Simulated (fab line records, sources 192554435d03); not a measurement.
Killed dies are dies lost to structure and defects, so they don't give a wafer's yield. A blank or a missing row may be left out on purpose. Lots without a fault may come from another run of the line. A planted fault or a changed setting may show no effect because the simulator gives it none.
Which tool did it? | flow n5_finfet | 23 lots, 69 wafers sampled, at 2 steps of a route of 1938

WHAT THE GAUGES READ, wafer by wafer
N5_BEOL_M7_CD_MEAS_28: target cd 40 nm.
lot  | measured     | on        | cd_nm (nm)
L074 | day 9 08:49  | cd_sem-01 | 39.88 40.04 39.65
L076 | day 9 12:53  | cd_sem-02 | 39.83 39.96 40.01
L075 | day 9 20:32  | cd_sem-01 | 40.34 39.99 40.31
L077 | day 9 22:28  | cd_sem-02 | 39.98 39.57 39.67
L078 | day 10 02:59 | cd_sem-02 | 39.69 39.99 39.77
L079 | day 10 13:11 | cd_sem-03 | 39.96 40.18 40.25
L080 | day 10 16:08 | cd_sem-03 | 40.25 39.85 40.12
L081 | day 11 05:04 | cd_sem-03 | 39.97 39.67 40.13
L083 | day 11 07:27 | cd_sem-03 | 40.04 40.11 40.25
L082 | day 11 15:04 | cd_sem-01 | 39.70 40.26 40.41
L084 | day 11 15:14 | cd_sem-02 | 39.74 39.55 40.04
L085 | day 12 13:35 | cd_sem-03 | 39.72 39.98 40.28
L088 | day 12 13:23 | cd_sem-02 | 39.98 39.66 39.87
L086 | day 12 17:02 | cd_sem-02 | 39.91 39.80 39.21
L087 | day 12 18:57 | cd_sem-02 | 39.72 40.21 39.91
L091 | day 12 19:26 | cd_sem-02 | 39.86 39.58 39.81
L090 | day 12 22:58 | cd_sem-02 | 39.86 39.56 39.56
L089 | day 13 03:44 | cd_sem-02 | 40.00 39.67 39.98
L092 | day 13 20:21 | cd_sem-02 | 40.12 40.06 39.79
L093 | day 14 03:05 | cd_sem-03 | 40.14 40.06 39.60
L094 | day 14 02:44 | cd_sem-03 | 39.98 39.78 39.72
L095 | day 14 06:38 | cd_sem-01 | 39.63 40.50 39.80
L096 | day 15 01:19 | cd_sem-03 | 40.10 40.03 39.61

WHICH TOOL RAN EACH LOT (tool, then ch and the chambers of the sampled wafers, then the start)
lot  | N5_BEOL_M7_STRIP_67
L074 | rie_diel-01 ch 1,2, day 9 06:36
L076 | rie_diel-04 ch 0,1, day 9 09:53
L075 | rie_diel-05 ch 0,2,3, day 9 18:53
L077 | rie_diel-01 ch 1,2,3, day 9 21:45
L078 | rie_diel-04 ch 2,3, day 10 01:47
L079 | rie_diel-01 ch 1,3, day 10 12:22
L080 | rie_diel-05 ch 0,1,2, day 10 15:04
L081 | rie_diel-04 ch 1,2, day 11 02:51
L083 | rie_diel-01 ch 1,2,3, day 11 06:49
L082 | rie_diel-01 ch 1,2,3, day 11 14:26
L084 | rie_diel-05 ch 0,2, day 11 14:33
L085 | rie_diel-05 ch 0,1,2, day 12 11:43
L088 | rie_diel-01 ch 1,3, day 12 12:17
L086 | rie_diel-05 ch 1,2, day 12 15:53
L087 | rie_diel-05 ch 0,1,2, day 12 18:21
L091 | rie_diel-01 ch 0,1, day 12 18:45
L090 | rie_diel-04 ch 1,2, day 12 22:04
L089 | rie_diel-01 ch 0,1,3, day 13 00:10
L092 | rie_diel-04 ch 0,2, day 13 18:41
L093 | rie_diel-01 ch 0,1,3, day 14 01:04
L094 | rie_diel-04 ch 0,2,3, day 14 01:42
L095 | rie_diel-05 ch 0,1, day 14 04:45
L096 | rie_diel-01 ch 0,3, day 15 00:38
- N5_BEOL_M7_STRIP_67: strips in CF4.

WHAT THE TOOLS THEMSELVES READ (means of the sampled wafers that have a number; where no wafer has one, the mark that the record gives instead)
N5_BEOL_M7_STRIP_67.
lot  | tool        | drypump_motor_current_A (A) | oes_product_au (a.u.) | rf_vpp_V (V) | showerhead_plenum_p_Torr (Torr) | throttle_valve_pct (%)
L074 | rie_diel-01 | 5.6                         | 0.81                  | 270.2        | 1.75                            | 13.53
L076 | rie_diel-04 | 5.6                         | 0.81                  | 272.8        | 1.87                            | 13.56
L075 | rie_diel-05 | 5.8                         | 0.80                  | 271.9        | 1.83                            | 13.66
L077 | rie_diel-01 | 5.8                         | 0.80                  | 270.0        | 1.76                            | 13.51
L078 | rie_diel-04 | 5.6                         | 0.89                  | 273.6        | 1.91                            | 13.27
L079 | rie_diel-01 | 6.2                         | 0.80                  | 269.4        | 1.77                            | 13.42
L080 | rie_diel-05 | 5.8                         | 0.82                  | 269.8        | 1.79                            | 13.62
L081 | rie_diel-04 | 5.7                         | 0.86                  | 273.7        | 1.91                            | 13.39
L083 | rie_diel-01 | 5.8                         | 0.78                  | 270.1        | 1.76                            | 13.54
L082 | rie_diel-01 | 5.8                         | 0.78                  | 271.2        | 1.76                            | 13.54
L084 | rie_diel-05 | 5.7                         | 0.86                  | 271.5        | 1.83                            | 13.58
L085 | rie_diel-05 | 5.8                         | 0.81                  | 270.6        | 1.79                            | 13.66
L088 | rie_diel-01 | 6.2                         | 0.78                  | 270.1        | 1.77                            | 13.46
L086 | rie_diel-05 | 5.6                         | 0.77                  | 270.6        | 1.78                            | 13.78
L087 | rie_diel-05 | 5.8                         | 0.80                  | 270.5        | 1.79                            | 13.67
L091 | rie_diel-01 | 6.2                         | 0.76                  | 271.2        | 1.79                            | 13.46
L090 | rie_diel-04 | 5.7                         | 0.84                  | 273.2        | 1.91                            | 13.41
L089 | rie_diel-01 | 6.1                         | 0.75                  | 270.9        | 1.79                            | 13.55
L092 | rie_diel-04 | 5.4                         | 0.80                  | 271.5        | 1.87                            | 13.41
L093 | rie_diel-01 | 6.1                         | 0.75                  | 271.0        | 1.79                            | 13.56
L094 | rie_diel-04 | 5.5                         | 0.80                  | 273.1        | 1.86                            | 13.41
L095 | rie_diel-05 | 6.0                         | 0.83                  | 272.1        | 1.80                            | 13.60
L096 | rie_diel-01 | 6.0                         | 0.71                  | 271.1        | 1.81                            | 13.65

THE ANSWER, worked out from the rows above alone
Rule: what is usual is taken from the lots themselves. Put in order of their means at a reading, lots are off if they are a third of the lots or fewer, leave a main group of 4 or more, and stand apart from it by a gap of 3 or more times the standard deviation of the main group's means; of several such gaps the widest counts. A main group whose means are all the same, to the digits that the tables above print for the reading, isn't used. A lot without any number at a reading at which 4 lots or more have one is off too. The other lots that the step has rows for count as sound. The gauges are gone through in route order, then the tools' own readings, and for those a lot's mean is taken as printed above. The first step at which some lot is off is used, and at that step the reading that is off furthest; a lot without a number counts as furthest.
No lot is off at any reading shown: from this, nothing can be told.

WHAT THE SIMULATOR HAD PUT IN
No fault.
